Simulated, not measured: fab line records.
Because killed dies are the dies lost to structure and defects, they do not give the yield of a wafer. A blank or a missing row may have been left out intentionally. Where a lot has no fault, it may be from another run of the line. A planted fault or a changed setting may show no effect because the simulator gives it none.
What tool caused it? || flow nand harc || 6 lots with 17 wafers sampled at 3 steps, on a route of 1159 steps

== WHAT THE GAUGES READ, wafer by wafer ==
NHARC_A_ONON_D1_THK_MEAS_02: measures by ellipsometry.
{"lot": "L257", "measured": "day 8 00:26", "on": "film metro-02", "thk nm (nm)": "1016 1017 1017"}
{"lot": "L263", "measured": "day 9 07:59", "on": "film metro-01", "thk nm (nm)": "1000 685"}
{"lot": "L270", "measured": "day 10 18:37", "on": "film metro-01", "thk nm (nm)": "989 987 989"}
{"lot": "L272", "measured": "day 11 18:02", "on": "film metro-02", "thk nm (nm)": "1011 1011 1010"}
{"lot": "L273", "measured": "day 12 01:44", "on": "film metro-01", "thk nm (nm)": "1005 1005 1007"}
{"lot": "L276", "measured": "day 12 08:59", "on": "film metro-02", "thk nm (nm)": "989 989 991"}

== TOOL THAT RAN EACH LOT (tool first, then ch and the chambers of the sampled wafers, then the start) ==
{"lot": "L257", "NHARC_A_ZERO_WELL_ETCH_19": "rie diel-05 ch 2,3, day 7 01:24", "NHARC_A_ONON_D1_DEP_00": "pecvd onon-04 ch 0, day 7 23:59"}
{"lot": "L263", "NHARC_A_ZERO_WELL_ETCH_19": "rie diel-06 ch 0,3, day 8 10:49", "NHARC_A_ONON_D1_DEP_00": "pecvd onon-03 ch 0, day 9 07:31"}
{"lot": "L270", "NHARC_A_ZERO_WELL_ETCH_19": "rie diel-05 ch 0,3, day 9 21:26", "NHARC_A_ONON_D1_DEP_00": "pecvd onon-04 ch 0, day 10 18:10"}
{"lot": "L272", "NHARC_A_ZERO_WELL_ETCH_19": "rie diel-05 ch 0,2,3, day 10 19:43", "NHARC_A_ONON_D1_DEP_00": "pecvd onon-02 ch 0, day 11 17:31"}
{"lot": "L273", "NHARC_A_ZERO_WELL_ETCH_19": "rie diel-05 ch 2,3, day 11 00:25", "NHARC_A_ONON_D1_DEP_00": "pecvd onon-04 ch 0, day 12 01:14"}
{"lot": "L276", "NHARC_A_ZERO_WELL_ETCH_19": "rie diel-02 ch 0,1,3, day 11 10:13", "NHARC_A_ONON_D1_DEP_00": "pecvd onon-04 ch 0, day 12 08:28"}
- NHARC_A_ZERO_WELL_ETCH_19: etches the open film in N2/H2, target depth 80 nm, overetch 24 nm, time 87.88 s.
- NHARC_A_ONON_D1_DEP_00: target thk 1000 nm.

== THE ANSWER, worked out from the rows above alone ==
Rule: the usual values come from the lots themselves. The widest of any qualifying gaps counts: lots, ordered by their means at a reading, are off when they make up no more than a third of the lots, leave a main group of 4 or more, and stand apart from it by 3 or more times the standard deviation of that group's means. The tables above print the reading to a certain number of digits; a main group whose means all agree to those digits is not used. A lot without any number at a reading at which 4 lots or more have one is off too. All remaining lots with rows at the step are treated as sound.
Off, at NHARC_A_ONON_D1_THK_MEAS_02 on thk nm: L263. For the main group the mean is 1002 nm and the standard deviation 11.
A tool fits if, at a process step before that reading, it ran every lot that is off, and no sound lot after the first of them. Gauges at NHARC_A_ONON_D1_THK_MEAS_02: tried the same way as those tools. This does not decide it: 2 tools fit, namely rie diel-06 at NHARC_A_ZERO_WELL_ETCH_19 and pecvd onon-03 at NHARC_A_ONON_D1_DEP_00.

== WHAT WAS PUT IN BY THE SIMULATOR ==
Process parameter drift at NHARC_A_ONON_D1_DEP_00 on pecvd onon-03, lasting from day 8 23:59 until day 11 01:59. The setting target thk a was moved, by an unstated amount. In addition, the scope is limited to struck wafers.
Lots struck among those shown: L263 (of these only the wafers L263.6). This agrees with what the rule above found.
